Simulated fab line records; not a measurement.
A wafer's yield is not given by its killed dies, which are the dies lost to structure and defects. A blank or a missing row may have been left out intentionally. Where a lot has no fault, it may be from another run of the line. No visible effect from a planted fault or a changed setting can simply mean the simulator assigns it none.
Struck lot and sound lot, side by side	flow nandHarc	18 out of 1302 route steps
Sound: the wafers L398.3, L398.4, L398.6. Wafers L385.1, L385.3, L385.5 were the ones struck. The cause comes at the end.
Each step with rows lists, per side, the tool, then ch with its chambers, then its first start. Under that, the readings that differ: sound wafers	struck wafers	difference of the means	sigmas: that difference in standard deviations of wafers without a fault.
alike: readings whose means differ by less than 2 such deviations, and words and numbers that are the same on both sides. not compared: withheld readings, readings that some wafer has no value for, bounds like >300 that may hide the same value, and numbers for which the record gives no deviation and whose values overlap.
Wherever a step has rows on one side only, a row that says differs or no value, or a row with sigmas, the two part there. Numbers that have no deviation but don't overlap get no sigmas and don't part them. A reading missing from all wafers of one side parts the sides only when that side holds two or more wafers.

first, 1 step without rows for these wafers: NHARC_A_SGD_CUT_ETCH_59 (etches the open film in N2/H2, target depth 260 nm, time 406.25 s).
NHARC_A_SGD_CUT_ETCH_15: etches the open film in CH3F/O2, target depth 75 nm, time 64.3 s.
  sound: rieDiel-05 ch 0,3; struck: rieDiel-05 ch 0,2
  alike: drypumpMotorCurrentA, oesProductAu, rfFwdPowerW, rfVppV, showerheadPlenumPTorr, throttleValvePct
  not compared: rfHoursCounterH
NHARC_A_SGD_CUT_ETCH_16: etches the open film in C4F8/O2/Ar, target depth 310.5 nm, time 155.2 s.
  sound: rieDiel-05 ch 0,1; struck: rieDiel-05 ch 1,2
  alike: oesProductAu, rfFwdPowerW, rfVppV
  not compared: rfHoursCounterH
then, 1 step without rows for these wafers: NHARC_A_SGD_CUT_STRIP_60 (strips in C4F8/O2/Ar).
NHARC_A_SGD_CUT_STRIP_17: strips in O2.
  sound: rieDiel-05 ch 0,2; struck: rieDiel-05 ch 0,1
  alike: drypumpMotorCurrentA, oesProductAu, rfVppV, showerheadPlenumPTorr, throttleValvePct
  not compared: rfHoursCounterH
then, 5 steps without rows for these wafers: NHARC_A_SGD_CUT_PRECLEAN_18 (cleans in SC1); NHARC_A_SGD_CUT_SRD_19; NHARC_A_SGD_CUT_DEP_20 (deposits SiO2, target thk 150 nm); NHARC_A_SGD_CUT_ANNEAL_27 (time 1800 s); NHARC_A_SGD_CUT_CMP_21 (polishes, target thk 148.19 nm).
NHARC_A_SGD_CUT_THK_MEAS_22: measures by ellipsometry.
  struck on filmMetro-02, day 22 11:08; sound on filmMetro-01, day 27 16:06
  alike: thkNm
next, for these wafers, 1 step has no rows: NHARC_A_SGD_CUT_SRD_23.
NHARC_A_SGD_CUT_ETCH_26: etches SiO2 in dHF, target depth 45.8 nm.
  sound on wetBench-07 ch 3,4,7, day 27 16:10; struck on wetBench-05 ch 3,6,7, day 22 11:13
NHARC_A_SGD_CUT_ETCHBACK_24: etches the open film in CH3F/O2, target depth 50 nm, time 92.857 s.
  sound on rieDiel-02 ch 1,2,3, day 27 16:20; struck on rieDiel-05 ch 1,2, day 22 11:22
reading	sound	struck	difference	sigmas
oesProductAu (a.u.)	1.01 1.01 1.00	0.94 0.93 0.94	-0.07	-2
  alike: drypumpMotorCurrentA, rfFwdPowerW, rfVppV, showerheadPlenumPTorr, throttleValvePct
  not compared: rfHoursCounterH
then, 1 step without rows for these wafers: NHARC_A_SGD_CUT_STRIP_28 (strips in O2, time 20 s).
NHARC_A_SGD_CUT_INSPECT_25:
  struck on defectInspect-02, day 22 11:37; sound on defectInspect-01, day 27 16:36
reading	sound	struck	difference	sigmas
rawDefectCount	415 286 245	580 530 641	+268	+4
NHARC_A_SLIT_DEP_25: deposits SiO2, target thk 200 nm.
  sound on pecvd-01 ch 0,1, day 27 16:41; struck on pecvd-03 ch 0,1,2, day 22 11:50
  alike: heaterPowerW, mfcPrecursorSccm, rfFwdPowerW, throttleValvePct
-- record jumps: 5 days between struck wafers' starts before vs after; left off in module A_SLIT, resumes in module END, first step shown is number 1302 of the route --
NHARC_END_SORT_01:
  at this point the record logs the struck wafers (prober-02 ch 0, day 27 16:47) and has no rows for the sound ones

== WHERE THEY PART ==
Last at NHARC_END_SORT_01 as far as this record goes, first at NHARC_A_SGD_CUT_ETCHBACK_24.

WHY: the cause the simulator had injected
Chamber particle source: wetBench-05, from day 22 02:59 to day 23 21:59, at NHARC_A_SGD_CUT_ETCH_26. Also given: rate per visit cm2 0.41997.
